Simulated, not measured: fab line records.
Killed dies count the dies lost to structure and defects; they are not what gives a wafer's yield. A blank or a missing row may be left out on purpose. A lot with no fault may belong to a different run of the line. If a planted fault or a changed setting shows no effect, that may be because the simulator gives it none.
fab line records	flow n5-finfet
[record] lots = 10	wafers = 29	last-day = 24
route steps=1938 shown BEOL_M2@912 BEOL_M4@1111 PASSIVATION@1936
lots untouched by any fault: they come from a run of this same line in which no faults occurred
start-h: hours from the record's first day to the start of the lot's first wafer shown	wait-h: hours elapsed since this lot's preceding step	" unchanged from the row above	L1.1+2: several wafers, shown together as one row	- no value present, or no start provided	* or withheld: withheld	< > ~ a bound
route shown NAME@n: NAME is a module with steps in the file, n the number in the route of the first one	usual: mean/standard deviation taken from wafers without a fault	same: alike in all rows	chamber/n: place in a boat	sites: the reading at each site	_std_site: standard deviation across them	_edge_site: inner sites' mean taken away from outer sites' mean	radius-mm: how far each site lies from the wafer's centre	mask NAME#n: copy n	behind: the last tool/chamber to shape the wafer	hold: why the lot went on hold/how many hours it stayed there/how the hold came to an end	device: transistor that didn't switch, given as n, p or np	end of line: at the end of the route, the tests of the same wafers	step lacking rows: just its recipe	killed: the dies lost at the first sort to structure and to defects; this is not the yield of the wafer	map: a wafer's dies, marking killed ones x, the rest . and places with no die _
set.NAME: the setting that was run; set.NAME@STEP: the one run at that earlier step	model.NAME: the simulator's own value behind a step, which no gauge read
a sample of lots followed through the steps of the route, with each step as a table and each wafer as a row
services: when a tool's chamber went out of use (start-h, in hours from the record's first day, below 0 if earlier), for how many hours, and the reason
[[steps]]
[step N5_BEOL_M2_SPUTTER_88]
[recipe] material = Cu	target-thk-a = 45	temp-c = -20	chamber-pressure-pa = 0.07	power-w = withheld	time-s = 8.29
[usual] chamber-pressure-pa = 0.06999/0.00014	chuck-gas-flow-sccm = 1.27/0.05	susceptor-temp-C = -19.99/0.11	throttle-valve-pct = 29.7/1.2
lot.wafer	tool	chamber	start-h	wait-h	chamber-pressure-pa	chuck-gas-flow-sccm	susceptor-temp-C	throttle-valve-pct
L167.2	pvd-sputter-01	-	208.91	0.1	0.06993	1.27	-20.13	28.8
L167.4	"	-	"	"	0.06994	1.36	-20.06	26.9
L167.6	"	-	"	"	0.0699	1.35	-20.06	28.6
L166.2	pvd-sputter-02	-	250.58	0.1	0.06991	1.22	-20.10	31.2
L166.3	"	-	"	"	0.07014	1.23	-20.05	31.2
L166.6	"	-	"	"	0.06992	1.26	-20.03	30.3
L173.1	pvd-sputter-03	-	258.90	0.1	0.06999	1.24	-20.13	29.7
L173.2	"	-	"	"	0.07022	1.29	-19.89	29.9
L173.3	"	-	"	"	0.07006	1.23	-19.91	31.3
L171.1	pvd-sputter-02	-	297.17	0.1	0.06963	1.18	-20.00	30.1
L171.5	"	-	"	"	0.07002	1.23	-20.16	31.5
L171.6	"	-	"	"	0.06985	1.22	-19.91	30.5
L176.2	pvd-sputter-01	-	304.02	0.1	0.06993	1.26	-20.00	30.9
L176.4	"	-	"	"	0.06986	1.22	-19.99	27.4
L176.6	"	-	"	"	0.07003	1.31	-20.11	27.2
L180.2	pvd-sputter-01	-	326.32	0.1	-	-	-	-
L180.4	"	-	"	"	-	-	-	-
L180.5	"	-	"	"	-	-	-	-
L182.2	pvd-sputter-01	-	328.20	0.1	-	-	-	-
L182.3	"	-	"	"	-	-	-	-
L182.4	"	-	"	"	-	-	-	-
L181.2	pvd-sputter-03	-	330.77	0.1	0.07001	1.32	-20.08	29.9
L181.3	"	-	"	"	0.0696	1.26	-20.03	30.9
L181.4	"	-	"	"	0.0699	1.21	-19.90	29.5
L185.1	pvd-sputter-03	-	345.51	0.1	0.06973	1.24	-19.95	29.8
L185.2	"	-	"	"	0.07007	1.34	-20.04	29.6
L185.6	"	-	"	"	0.06974	1.21	-20.06	31.2
L186.1	pvd-sputter-03	-	353.26	0.1	0.06991	1.18	-19.84	29.9
L186.6	"	-	"	"	0.07026	1.33	-19.95	29.7
[step N5_BEOL_M2_ANNEAL_89]
[recipe] temp-c = 400	time-s = 240	ambient = vacuum
[usual] heater-power-w = 840/68	susceptor-temp-C = 400.02/0.24
lot.wafer	tool	chamber	start-h	wait-h	heater-power-w	susceptor-temp-C
L167.2	pvd-sputter-01	-	208.99	0.0	928	400.08
L167.4	"	-	"	"	851	399.82
L167.6	"	-	"	"	926	400.05
L166.2	pvd-sputter-02	-	250.66	0.0	905	400.21
L166.3	"	-	"	"	893	400.17
L166.6	"	-	"	"	829	400.21
L173.1	pvd-sputter-03	-	258.98	0.0	731	399.96
L173.2	"	-	"	"	830	399.46
L173.3	"	-	"	"	855	400.11
L171.1	pvd-sputter-02	-	297.25	0.0	743	400.69
L171.5	"	-	"	"	922	400.28
L171.6	"	-	"	"	847	399.88
L176.2	pvd-sputter-01	-	304.10	0.0	673	399.50
L176.4	"	-	"	"	817	399.89
L176.6	"	-	"	"	839	400.25
L180.2	pvd-sputter-01	-	326.40	0.0	918	400.06
L180.4	"	-	"	"	949	399.70
L180.5	"	-	"	"	825	400.11
L182.2	pvd-sputter-01	-	328.28	0.0	832	400.28
L182.3	"	-	"	"	844	400.42
L182.4	"	-	"	"	840	399.88
L181.2	pvd-sputter-03	-	330.85	0.0	710	400.63
L181.3	"	-	"	"	862	400.18
L181.4	"	-	"	"	812	400.18
L185.1	pvd-sputter-03	-	345.59	0.0	701	400.09
L185.2	"	-	"	"	887	400.14
L185.6	"	-	"	"	872	399.98
L186.1	pvd-sputter-03	-	353.34	0.0	890	400.07
L186.6	"	-	"	"	877	400.16
[step N5_BEOL_M2_ANNEAL_93]
[recipe] temp-c = 400	time-s = 240	ambient = vacuum
[usual] heater-power-w = 842/69	susceptor-temp-C = 399.97/0.24
lot.wafer	tool	chamber	start-h	wait-h	heater-power-w	susceptor-temp-C
L167.2	pvd-sputter-01	-	209.43	0.0	939	400.20
L167.4	"	-	"	"	853	400.15
L167.6	"	-	"	"	939	400.17
L166.2	pvd-sputter-02	-	251.10	0.0	921	399.95
L166.3	"	-	"	"	911	399.93
L166.6	"	-	"	"	836	400.17
L173.1	pvd-sputter-03	-	259.42	0.0	724	400.01
L173.2	"	-	"	"	808	399.70
L173.3	"	-	"	"	861	399.56
L171.1	pvd-sputter-02	-	297.69	0.0	771	399.96
L171.5	"	-	"	"	898	399.84
L171.6	"	-	"	"	830	400.41
L176.2	pvd-sputter-01	-	304.54	0.0	682	400.26
L176.4	"	-	"	"	845	400.29
L176.6	"	-	"	"	865	400.08
L180.2	pvd-sputter-01	-	326.84	0.0	931	399.59
L180.4	"	-	"	"	944	399.88
L180.5	"	-	"	"	834	400.34
L182.2	pvd-sputter-01	-	328.72	0.0	844	399.87
L182.3	"	-	"	"	856	400.30
L182.4	"	-	"	"	865	400.17
L181.2	pvd-sputter-03	-	331.29	0.0	730	399.67
L181.3	"	-	"	"	869	399.98
L181.4	"	-	"	"	835	399.63
L185.1	pvd-sputter-03	-	346.03	0.0	699	400.25
L185.2	"	-	"	"	896	399.97
L185.6	"	-	"	"	867	400.02
L186.1	pvd-sputter-03	-	353.78	0.0	881	400.45
L186.6	"	-	"	"	897	400.18
[step N5_BEOL_M2_SPUTTER_94]
[recipe] material = Cu	target-thk-a = 45	temp-c = -20	chamber-pressure-pa = 0.07	power-w = withheld	time-s = 8.29
[usual] chamber-pressure-pa = 0.07002/0.00012	chuck-gas-flow-sccm = 1.27/0.063	susceptor-temp-C = -20.00/0.11	throttle-valve-pct = 29.7/1.2
lot.wafer	tool	chamber	start-h	wait-h	chamber-pressure-pa	chuck-gas-flow-sccm	susceptor-temp-C	throttle-valve-pct
L167.2	pvd-sputter-01	-	209.57	0.1	0.0701	1.42	-20.00	28.5
L167.4	"	-	"	"	0.0699	1.28	-20.18	27.4
L167.6	"	-	"	"	0.06988	1.23	-20.07	28.7
L166.2	pvd-sputter-02	-	251.24	0.1	0.07009	1.21	-19.92	30.8
L166.3	"	-	"	"	0.06997	1.29	-19.97	31.4
L166.6	"	-	"	"	0.07008	1.28	-19.88	30.1
L173.1	pvd-sputter-03	-	259.56	0.1	0.07016	1.20	-19.80	29.6
L173.2	"	-	"	"	0.07015	1.35	-19.91	30.0
L173.3	"	-	"	"	0.07008	1.22	-20.02	31.1
L171.1	pvd-sputter-02	-	297.83	0.1	0.0702	1.15	-19.93	30.4
L171.5	"	-	"	"	0.07	1.35	-19.96	31.1
L171.6	"	-	"	"	0.06977	1.25	-20.03	30.6
L176.2	pvd-sputter-01	-	304.68	0.1	0.07009	1.27	-19.90	31.1
L176.4	"	-	"	"	0.07024	1.17	-19.95	27.3
L176.6	"	-	"	"	0.06985	1.33	-19.81	27.3
L180.2	pvd-sputter-01	-	326.98	0.1	0.0701	1.30	-19.95	28.9
L180.4	"	-	"	"	0.07007	1.32	-20.02	29.2
L180.5	"	-	"	"	0.06979	1.27	-19.98	28.9
L182.2	pvd-sputter-01	-	328.86	0.1	0.07004	1.36	-20.03	27.2
L182.3	"	-	"	"	0.06999	1.22	-19.92	28.7
L182.4	"	-	"	"	0.07008	1.21	-20.05	27.5
L181.2	pvd-sputter-03	-	331.43	0.1	0.06989	1.30	-19.98	29.5
L181.3	"	-	"	"	0.07013	1.23	-20.15	31.1
L181.4	"	-	"	"	0.0701	1.36	-20.00	30.1
L185.1	pvd-sputter-03	-	346.17	0.1	0.07012	1.28	-20.07	29.6
L185.2	"	-	"	"	0.07013	1.27	-19.99	29.9
L185.6	"	-	"	"	0.07004	1.35	-19.82	31.3
L186.1	pvd-sputter-03	-	353.92	0.1	0.06998	1.26	-19.88	29.9
L186.6	"	-	"	"	0.07002	1.18	-19.79	29.9
[step N5_BEOL_M4_RC_MEAS_101]
[usual] DIBL_N = 35.8/1.6	DIBL_P = 35.6/2	IOFF_N = 0.15/0.031	IOFF_P = 0.20/0.033	ION_N = 668/12	ION_P = 459/6.8	SS_N = 71.4/0.53	SS_P = 73.1/0.63	VT_N = 250/3.5	VT_P = -251/3
lot.wafer	tool	chamber	start-h	wait-h	DIBL_N[mV/V]	DIBL_P[mV/V]	IOFF_N[nA/um]	IOFF_P[nA/um]	ION_N[uA/um]	ION_P[uA/um]	SS_N[mV/dec]	SS_P[mV/dec]	VT_N[mV]	VT_P[mV]
L167.2	prober-01	0	316.64	0.2	33.3	32.8	0.11	0.16	662	455	71.1	72.4	254	-253
L167.4	"	0	"	"	34.9	34.0	0.13	0.17	662	452	71.9	72.8	253	-253
L167.6	"	0	"	"	34.7	33.7	0.12	0.18	667	458	71.4	73.2	253	-254
L166.2	prober-02	0	332.25	0.2	35.0	34.9	0.13	0.16	664	447	71.4	72.5	252	-256
L166.3	"	0	"	"	37.2	37.6	0.18	0.21	681	462	71.7	73.3	248	-254
L166.6	"	0	"	"	33.3	33.1	0.12	0.15	653	454	71.0	72.2	254	-256
L173.1	prober-01	0	332.49	0.0	34.4	34.3	0.13	0.19	660	462	70.7	73.0	252	-249
L173.2	"	0	"	"	33.6	33.3	0.11	0.17	649	458	70.8	72.6	255	-253
L173.3	"	0	"	"	34.4	34.1	0.13	0.18	650	454	70.7	72.7	252	-253
L171.1	prober-01	0	390.94	0.0	36.9	37.6	0.16	0.21	680	470	71.3	73.9	251	-251
L171.5	"	0	"	"	35.9	36.5	0.14	0.19	666	454	71.4	73.9	252	-253
L171.6	"	0	"	"	35.8	36.0	0.15	0.19	677	464	71.4	73.5	252	-252
L176.2	prober-02	0	399.40	0.2	32.8	34.8	0.14	0.19	667	465	71.3	72.9	251	-252
L176.4	"	0	"	"	33.6	34.3	0.14	0.19	663	459	71.6	72.9	252	-251
L176.6	"	0	"	"	33.8	34.6	0.15	0.19	670	458	70.6	73.2	249	-252
L180.2	prober-01	0	399.52	0.2	37.4	38.2	0.19	0.24	678	453	71.8	73.9	245	-246
L180.4	"	0	"	"	37.3	37.3	0.18	0.22	671	457	71.7	74.1	247	-250
L180.5	"	0	"	"	37.7	38.8	0.20	0.25	686	466	72.4	74.2	246	-248
L182.2	prober-01	0	434.56	0.2	35.2	35.3	0.14	0.20	668	455	71.3	72.8	252	-250
L182.3	"	0	"	"	38.3	38.7	0.21	0.26	685	470	71.5	73.5	246	-245
L182.4	"	0	"	"	33.9	33.4	0.12	0.17	672	462	70.7	72.6	252	-253
L181.2	prober-02	0	435.75	0.2	34.3	35.4	0.14	0.18	674	463	70.5	72.9	250	-254
L181.3	"	0	"	"	36.0	37.6	0.17	0.20	679	462	71.3	73.1	246	-251
L181.4	"	0	"	"	39.0	40.7	0.25	0.27	691	467	72.0	73.1	243	-249
L185.1	prober-02	0	461.43	0.0	35.9	35.3	0.15	0.19	686	472	71.0	72.7	247	-250
L185.2	"	0	"	"	35.6	34.6	0.13	0.19	659	458	71.7	72.8	251	-251
L185.6	"	0	"	"	33.5	32.1	0.10	0.15	648	450	71.4	72.0	256	-255
L186.1	prober-01	0	468.03	0.0	38.3	39.7	0.23	0.28	708	480	71.9	73.8	243	-245
L186.6	"	0	"	"	38.3	39.2	0.22	0.27	685	465	71.4	74.4	244	-244
[step N5_PASSIVATION_PROBE_49]
[usual] defect-limited-yield = 90.7/1.5	killed_at_M0_to_M3 = 38/11	killed_at_M4_up = 15/5.5	killed-at-contacts = 12/6	killed-at-front-end = 41/11	killed-at-other = 3.5/2.7	killed-dies = 110/18	killed-open = 72/13	killed-short = 35/8.7	sort_bin_5_function = 5.5/1.1	sort_bin_6_memory = 3.4/0.63	sort_bin_8_speed = 0.01/0.037	sort-n-pass = 1070/18	sort-yield-pct = 90.7/1.5
[same] gross-dies = 1180	killed-at-back-side = 0	sort_bin_4_leakage[%] = 0
lot.wafer	tool	chamber	start-h	wait-h	defect-limited-yield[%]	killed_at_M0_to_M3	killed_at_M4_up	killed-at-contacts	killed-at-front-end	killed-at-other	killed-dies	killed-open	killed-short	sort_bin_5_function[%]	sort_bin_6_memory[%]	sort_bin_8_speed[%]	sort-n-pass	sort-yield-pct[%]
L180.2	prober-02	-	519.84	0.5	91.3	26	20	9	45	3	103	60	30	4.9	3.3	0	1077	91.3
L180.4	prober-02	-	519.94	0.6	89.2	48	10	21	48	1	128	81	39	6.7	3.8	0	1052	89.2
L180.5	prober-02	-	519.99	0.7	91.5	28	22	11	39	0	100	62	31	5.2	3.1	0	1080	91.5
L182.2	prober-01	-	554.79	0.1	89.3	60	15	8	41	2	126	74	33	5.3	4.2	0.08	1054	89.3
L182.3	prober-01	-	554.84	0.1	89.1	52	13	10	46	8	129	77	48	6.8	3.5	0	1051	89.1
L182.4	prober-01	-	554.89	0.2	90.6	41	16	10	36	8	111	81	29	6.0	3.1	0	1069	90.6
// killed by level:class
L180.2 BEOL_M4:geometric-particle:open=8 FIN_SAQP:geometric-particle:short=7 MOL_CONTACT_COAG:geometric-particle:open=6 BEOL_M2:geometric-particle:open=6 HKMG_FIN:area-etch=6 FIN_SAQP:geometric-particle:open=5 GATE_CUT:geometric-particle:open=5 BEOL_M0_SAQP:geometric-particle:open=5
L180.4 MOL_CONTACT_COAG:geometric-particle:open=18 FIN_SAQP:geometric-particle:short=11 FIN_SAQP:geometric-particle:open=10 BEOL_M0_SAQP:geometric-particle:short=9 BEOL_M3:geometric-particle:open=9 BEOL_M0_SAQP:geometric-particle:open=8 BEOL_M2:interface-void-opened=6 GATE_CUT:geometric-particle:short=5
L180.5 STI_FIN_REVEAL:geometric-particle:open=9 MOL_CONTACT_COAG:geometric-particle:open=8 GATE_CUT:geometric-particle:short=7 BEOL_M4:geometric-particle:open=7 BEOL_M2:interface-void-opened=6 FIN_SAQP:geometric-particle:short=5 FIN_SAQP:geometric-particle:open=5 BEOL_M0_SAQP:geometric-particle:short=5
L182.2 BEOL_M3:geometric-particle:open=18 STI_FIN_REVEAL:geometric-particle:open=10 BEOL_M2:interface-void-opened=10 BEOL_M2:geometric-particle:open=9 HKMG_FIN:area-etch=8 BEOL_M4:geometric-particle:open=7 MOL_CONTACT_COAG:geometric-particle:open=7 BEOL_M3:geometric-particle:short=6
L182.3 BEOL_M3:geometric-particle:open=13 BEOL_M2:geometric-particle:open=8 FIN_SAQP:geometric-particle:open=7 BEOL_M3:geometric-particle:short=7 STARTING-WAFER:geometric-particle:short=7 MOL_CONTACT_COAG:geometric-particle:open=7 BEOL_M0_SAQP:geometric-particle:open=7 FIN_SAQP:geometric-particle:short=5
L182.4 BEOL_M3:geometric-particle:open=16 BEOL_M2:geometric-particle:open=9 MOL_CONTACT_COAG:geometric-particle:open=8 BEOL_M4:geometric-particle:open=8 FIN_SAQP:geometric-particle:short=7 STI_FIN_REVEAL:geometric-particle:open=6 BEOL_M1:geometric-particle:open=6 FIN_SAQP:geometric-particle:open=4
[[services]]
tool	chamber	start-h	hours	kind
pvd-sputter-01	-	243.28	2.7	repair
[[key]]
[first-sign] step = N5_BEOL_M2_SPUTTER_88	reading = tool-record	direction = missing
effect none on later readings
met-at N5_BEOL_M2_SPUTTER_88
struck-lots L180,L182
not-acting-at N5_BEOL_M2_ANNEAL_89,N5_BEOL_M2_ANNEAL_93,N5_BEOL_M2_SPUTTER_94
onset-between 304.02 326.32
[fault] kind = skipped-step-whole	tool = pvd-sputter-01	chamber = -	onset-h = 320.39	steps = N5_BEOL_M2_SPUTTER_88	scope = struck-lots-only
